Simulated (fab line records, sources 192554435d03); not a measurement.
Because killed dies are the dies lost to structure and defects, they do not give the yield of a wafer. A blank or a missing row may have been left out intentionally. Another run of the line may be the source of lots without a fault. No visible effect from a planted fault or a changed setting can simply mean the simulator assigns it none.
Chamber matching + flow n5_finfet + rie_diel-06 running N5_BEOL_M13_DESCUM_33: 4 sister chambers
The step chemistry O2, time 7.9 s. 8 wafers are shown with their chamber, then 9 later ones without.

## EACH WAFER AND ITS CHAMBER
| wafer  | chamber | drypump_motor_current_A (A) | showerhead_plenum_p_Torr (Torr) |
|--------|---------|-----------------------------|---------------------------------|
| L078.4 | 0       | 5.7                         | 2.06                            |
| L081.5 | 1       | 5.2                         | 2.06                            |
| L090.3 | 3       | 6.2                         | 2.07                            |
| L090.4 | 2       | 5.6                         | 1.91                            |
| L090.6 | 0       | 5.6                         | 2.06                            |
| L092.2 | 2       | 5.6                         | 1.91                            |
| L092.3 | 1       | 5.2                         | 2.05                            |
| L092.4 | 3       | 6.2                         | 2.07                            |

## WAFERS WITHOUT THEIR CHAMBER
| wafer  | drypump_motor_current_A (A) | showerhead_plenum_p_Torr (Torr) |
|--------|-----------------------------|---------------------------------|
| L091.2 | 6.2                         | 2.07                            |
| L091.3 | 5.2                         | 2.05                            |
| L091.5 | 5.7                         | 2.05                            |
| L095.3 | 5.6                         | 2.05                            |
| L095.4 | 6.2                         | 2.06                            |
| L095.5 | 5.2                         | 2.05                            |
| L096.3 | 5.6                         | 1.91                            |
| L096.5 | 5.6                         | 1.91                            |
| L096.6 | 5.2                         | 2.05                            |

## CHAMBER TAKEN BY EACH
| wafer  | from the rows above | in truth |
|--------|---------------------|----------|
| L091.2 | 3                   | 3        |
| L091.3 | 1                   | 1        |
| L091.5 | 0                   | 0        |
| L095.3 | 0                   | 0        |
| L095.4 | 3                   | 3        |
| L095.5 | 1                   | 1        |
| L096.3 | 2                   | 2        |
| L096.5 | 2                   | 2        |
| L096.6 | 1                   | 1        |
Correctly placed: 9 of 9. Number that these rows cannot place: 0. 0 placed wrongly.
How it was worked out, from the rows above alone: a wafer's distance from a chamber is the root of the sum, over the readings, of the square of ((its reading less the chamber's mean) divided by the reading's scatter). If the next closest chamber is less than 2 further off than the closest, the wafer can't be placed; otherwise it belongs to the closest. Each chamber's mean is taken over the wafers shown for it. How the scatter is found: for the shown wafers, subtract from each reading the mean of its chamber, square and add these, divide the total by (wafers less chambers), then take the root.
